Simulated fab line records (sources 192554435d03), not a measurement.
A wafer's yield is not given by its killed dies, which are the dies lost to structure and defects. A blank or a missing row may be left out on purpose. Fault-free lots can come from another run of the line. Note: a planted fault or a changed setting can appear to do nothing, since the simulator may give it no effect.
Which tool was responsible? + flow n5 finfet + Sampling: 9 lots, 27 wafers, 5 of 1938 route steps

## WHAT EACH GAUGE READ, for each wafer
N5_BEOL_M4_RC_MEAS_101. Usual: DIBL_N 36.1 mV/V, standard deviation 1.6; DIBL_P 35.8 mV/V, standard deviation 2; IOFF_N 0.157 nA/um, standard deviation 0.029; IOFF_P 0.21 nA/um, standard deviation 0.034; ION_N 677 uA/um, standard deviation 13; ION_P 465 uA/um, standard deviation 8.1; SS_N 71.3 mV/dec, standard deviation 0.61; SS_P 73.2 mV/dec, standard deviation 0.65; VT_N 249 mV, standard deviation 3.3; VT_P -250 mV, standard deviation 3.2.
| lot  | measured     | on        | DIBL_N (mV/V)  | DIBL_P (mV/V)  | IOFF_N (nA/um)    | IOFF_P (nA/um) | ION_N (uA/um) | ION_P (uA/um) | SS_N (mV/dec)  | SS_P (mV/dec)  | VT_N (mV)   | VT_P (mV)      | flag |
|------|--------------|-----------|----------------|----------------|-------------------|----------------|---------------|---------------|----------------|----------------|-------------|----------------|------|
| L543 | day 9 13:23  | prober-02 | 37.6 35.0 36.7 | 37.7 34.2 37.0 | 0.208 0.148 0.181 | 0.24 0.19 0.23 | 694 678 676   | 467 468 460   | 71.5 71.5 71.1 | 74.4 73.2 73.8 | 245 247 247 | -250 -250 -248 |      |
| L546 | day 10 01:29 | prober-01 | 33.4 35.9 33.6 | 31.8 34.4 31.7 | 0.111 0.152 0.112 | 0.16 0.20 0.16 | 658 693 679   | 455 473 467   | 70.3 70.8 70.9 | 72.7 72.9 72.5 | 254 248 253 | -255 -249 -254 |      |
| L547 | day 10 13:10 | prober-01 | 36.8 36.6 37.4 | 34.7 35.0 35.3 | 0.162 0.168 0.169 | 0.22 0.23 0.23 | 686 684 670   | 473 465 464   | 71.3 71.1 71.2 | 73.4 73.3 72.9 | 246 245 247 | -247 -246 -248 |      |
| L551 | day 11 04:52 | prober-01 | 35.7 36.1 36.9 | 34.9 36.7 36.5 | 0.159 0.173 0.179 | 0.24 0.28 0.27 | 678 685 678   | 474 478 478   | 70.0 70.5 71.5 | 72.7 73.2 73.3 | 251 250 248 | -242 -245 -244 |      |
| L555 | day 12 11:02 | prober-02 | 36.2 37.6 38.2 | 37.6 39.2 39.5 | 0.172 0.200 0.204 | 0.23 0.27 0.27 | 702 708 692   | 483 481 474   | 71.0 72.1 71.3 | 73.5 74.2 74.7 | 249 245 245 | -249 -250 -249 |      |
| L557 | day 13 03:49 | prober-02 | 33.8 37.7 32.5 | 33.2 38.7 32.0 | 0.129 0.219 0.116 | 0.17 0.25 0.15 | 678 695 671   | 465 464 461   | 70.3 72.5 70.9 | 72.9 74.6 72.7 | 249 243 254 | -253 -246 -254 |      |
| L561 | day 14 01:10 | prober-01 | 34.8 35.3 35.4 | 34.1 34.8 35.1 | 0.139 0.144 0.147 | 0.19 0.19 0.20 | 680 671 667   | 466 457 456   | 70.9 70.9 71.1 | 72.9 72.8 73.9 | 250 251 249 | -251 -251 -253 |      |
| L562 | day 14 03:41 | prober-01 | 36.5 35.2 34.0 | 35.9 34.7 34.3 | 0.157 0.133 0.127 | 0.23 0.21 0.20 | 671 681 683   | 466 476 477   | 71.4 70.9 71.1 | 72.8 72.9 72.5 | 248 253 251 | -249 -249 -251 |      |
| L564 | day 14 09:38 | prober-02 | 36.3 34.6 37.7 | 36.8 35.0 38.3 | 0.149 0.125 0.171 | 0.21 0.17 0.22 | 681 665 680   | 467 463 469   | 71.3 71.1 71.8 | 72.9 73.0 73.6 | 248 251 250 | -253 -256 -250 |      |

N5_PASSIVATION_INSPECT_67: inspects for defects (macro). Usual: raw defect count at 2.1, with a standard deviation of 1.4.
| lot  | measured     | on                | raw defect count | flag |
|------|--------------|-------------------|------------------|------|
| L543 | day 14 11:24 | defect inspect-02 | 1 4 1            |      |
| L546 | day 14 11:42 | defect inspect-01 | 1 2 1            |      |
| L547 | day 14 21:20 | defect inspect-01 | 2 1 3            |      |
| L551 | day 15 18:41 | defect inspect-01 | 3 0 5            |      |
| L555 | day 17 06:56 | defect inspect-01 | 4 2 2            |      |
| L557 | day 17 19:46 | defect inspect-01 | 1 0 4            |      |
| L561 | day 18 13:04 | defect inspect-02 | 2 2 5            |      |
| L562 | day 19 09:08 | defect inspect-01 | 1 1 1            |      |
| L564 | day 18 19:10 | defect inspect-02 | 3 4 2            |      |

## TOOL THAT RAN EACH LOT (tool first, then ch and the chambers of the sampled wafers, then the start)
| lot  | N5_PASSIVATION_VIA_ETCH_13         | N5_PASSIVATION_PECVD_53         | N5_PASSIVATION_PECVD_35         |
|------|------------------------------------|---------------------------------|---------------------------------|
| L543 | rie diel-04 ch 0,3, day 14 04:26   | pecvd-03 ch 0,2, day 14 10:40   | pecvd-03 ch 0,2, day 14 10:47   |
| L546 | rie diel-06 ch 0,1,3, day 14 05:03 | pecvd-03 ch 1,2, day 14 10:59   | pecvd-03 ch 1,2, day 14 11:05   |
| L547 | rie diel-02 ch 0,1,3, day 14 17:44 | pecvd-02 ch 0,1, day 14 20:45   | pecvd-02 ch 0,1, day 14 20:52   |
| L551 | rie diel-04 ch 0,1,2, day 15 15:34 | pecvd-03 ch 0,2, day 15 17:58   | pecvd-03 ch 0,2, day 15 18:04   |
| L555 | rie diel-02 ch 1,2,3, day 17 02:28 | pecvd-03 ch 0,2, day 17 06:20   | pecvd-03 ch 0,2, day 17 06:26   |
| L557 | rie diel-04 ch 0,1,3, day 17 16:15 | pecvd-02 ch 1,2, day 17 19:03   | pecvd-02 ch 1,2, day 17 19:10   |
| L561 | rie diel-06 ch 2,3, day 18 09:42   | pecvd-01 ch 0,1,2, day 18 12:20 | pecvd-01 ch 0,1,2, day 18 12:27 |
| L562 | rie diel-06 ch 1,2, day 19 05:20   | pecvd-02 ch 0,2, day 19 08:32   | pecvd-02 ch 0,2, day 19 08:39   |
| L564 | rie diel-06 ch 1,2,3, day 18 12:05 | pecvd-01 ch 0,1, day 18 18:35   | pecvd-01 ch 0,1, day 18 18:41   |
- N5_PASSIVATION_VIA_ETCH_13: etches SiO2 in CHF3/O2, target depth 660 nm, time 330 s.
- N5_PASSIVATION_PECVD_53: deposits SiO2 from TEOS/O2, target thk 800 nm, time 169.4 s.
- N5_PASSIVATION_PECVD_35: deposits SiNx from SiH4/NH3/N2, target thk 700 nm, time 151.3 s.

## WHAT THE TOOLS THEMSELVES READ (means of the sampled wafers that have a number; where no wafer has one, the mark that the record gives instead)
N5_PASSIVATION_VIA_ETCH_13. Usual: O2_flow_sccm 5.000 sccm, standard deviation 0.015; bias w 170.1 W, standard deviation 0.53; drypump motor current A 5.8 A, standard deviation 0.57; etch rf on time s 236 s, standard deviation 6.2; oes product au 0.70 a.u., standard deviation 0.072; rf vpp V 523 V, standard deviation 10; showerhead plenum p Torr 2.38 Torr, standard deviation 0.072; throttle valve pct 18.93 %, standard deviation 0.19.
| lot  | tool        | O2_flow_sccm (sccm) | bias w (W) | drypump motor current A (A) | etch rf on time s (s) | oes product au (a.u.) | rf vpp V (V) | showerhead plenum p Torr (Torr) | throttle valve pct (%) | flag |
|------|-------------|---------------------|------------|-----------------------------|-----------------------|-----------------------|--------------|---------------------------------|------------------------|------|
| L543 | rie diel-04 | 4.996               | 169.9      | 5.9                         | 235                   | 0.74                  | 527          | 2.34                            | 18.89                  |      |
| L546 | rie diel-06 | 5.012               | 170.2      | 5.8                         | 233                   | 0.68                  | 526          | 2.44                            | 19.00                  |      |
| L547 | rie diel-02 | 5.000               | 170.6      | 6.2                         | 235                   | 0.70                  | 532          | 2.40                            | 18.86                  |      |
| L551 | rie diel-04 | 5.001               | 170.0      | 5.4                         | 242                   | 0.70                  | 526          | 2.35                            | 18.93                  |      |
| L555 | rie diel-02 | 5.006               | 170.0      | 6.6                         | 241                   | 0.66                  | 523          | 2.37                            | 18.93                  |      |
| L557 | rie diel-04 | 4.994               | 170.6      | 5.6                         | 230                   | 0.72                  | 525          | 2.35                            | 18.97                  |      |
| L561 | rie diel-06 | 4.999               | 169.9      | 5.4                         | 236                   | 0.64                  | 513          | 2.32                            | 19.07                  |      |
| L562 | rie diel-06 | 4.991               | 170.0      | 5.8                         | 235                   | 0.72                  | 509          | 2.33                            | 19.00                  |      |
| L564 | rie diel-06 | 4.989               | 170.3      | 5.5                         | 236                   | 0.72                  | 520          | 2.38                            | 19.01                  |      |

N5_PASSIVATION_PECVD_53. Usual: run length s at 197.6 s, with a standard deviation of 0.58.
| lot  | tool     | run length s (s) | flag |
|------|----------|------------------|------|
| L543 | pecvd-03 | 197.6            |      |
| L546 | pecvd-03 | 197.4            |      |
| L547 | pecvd-02 | 198.1            |      |
| L551 | pecvd-03 | 200.7            | OFF  |
| L555 | pecvd-03 | 204.4            | OFF  |
| L557 | pecvd-02 | 198.0            |      |
| L561 | pecvd-01 | 196.9            |      |
| L562 | pecvd-02 | 197.7            |      |
| L564 | pecvd-01 | 196.8            |      |

N5_PASSIVATION_PECVD_35. Usual: heater power outer w 182 W, standard deviation 57; heater power w 364 W, standard deviation 71; run length s 195.7 s, standard deviation 0.62; showerhead plenum p Torr 8.66 Torr, standard deviation 0.073; throttle valve pct 30.2 %, standard deviation 1.9.
| lot  | tool     | heater power outer w (W) | heater power w (W) | run length s (s) | showerhead plenum p Torr (Torr) | throttle valve pct (%) | flag |
|------|----------|--------------------------|--------------------|------------------|---------------------------------|------------------------|------|
| L543 | pecvd-03 | 198                      | 383                | 195.9            | 8.71                            | 31.3                   |      |
| L546 | pecvd-03 | 103                      | 266                | 195.5            | 8.68                            | 30.6                   |      |
| L547 | pecvd-02 | 186                      | 369                | 196.1            | 8.69                            | 31.4                   |      |
| L551 | pecvd-03 | 209                      | 395                | 195.6            | 8.71                            | 31.3                   |      |
| L555 | pecvd-03 | 170                      | 366                | 196.0            | 8.72                            | 29.5                   |      |
| L557 | pecvd-02 | 220                      | 420                | 195.9            | 8.59                            | 30.6                   |      |
| L561 | pecvd-01 | 101                      | 259                | 195.1            | 8.70                            | 27.5                   |      |
| L562 | pecvd-02 | 165                      | 339                | 196.0            | 8.66                            | 30.4                   |      |
| L564 | pecvd-01 | 147                      | 332                | 194.8            | 8.72                            | 28.2                   |      |

## THE ANSWER, worked out from the rows above alone
Rule: a lot is off if the mean of its wafers that have a number lies more than 3 standard deviations from the usual mean. Also off: a lot with no number at a reading for which 4 or more lots have one. All remaining lots with rows at the step are treated as sound. First the gauges in route order, then the tools' own readings, where a lot's mean is used as printed above. The first step at which some lot is off is used, and at that step the reading that is off furthest; a lot without a number counts as furthest.
Off, at N5_PASSIVATION_PECVD_53 on run length s: L551, L555.
A tool fits if, at that step or a process step before it, it ran every lot that is off, and no sound lot after the first of them. One fits: pecvd-03 at N5_PASSIVATION_PECVD_53. A fault onset in the window from L546 (day 14 10:59, its last sound lot) to L551 (day 15 17:58, its first lot off) fits.
The tool's own readings at N5_PASSIVATION_PECVD_53 bear it out: on the lots that are off they differ by more than 5 times the standard deviation of the sound lots' means. run length s reads 202.6 s there against 197.5 s on the sound lots.

## WHAT THE SIMULATOR PUT IN
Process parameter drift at N5_PASSIVATION_PECVD_53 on pecvd-03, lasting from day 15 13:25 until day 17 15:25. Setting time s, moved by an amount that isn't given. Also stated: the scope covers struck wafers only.
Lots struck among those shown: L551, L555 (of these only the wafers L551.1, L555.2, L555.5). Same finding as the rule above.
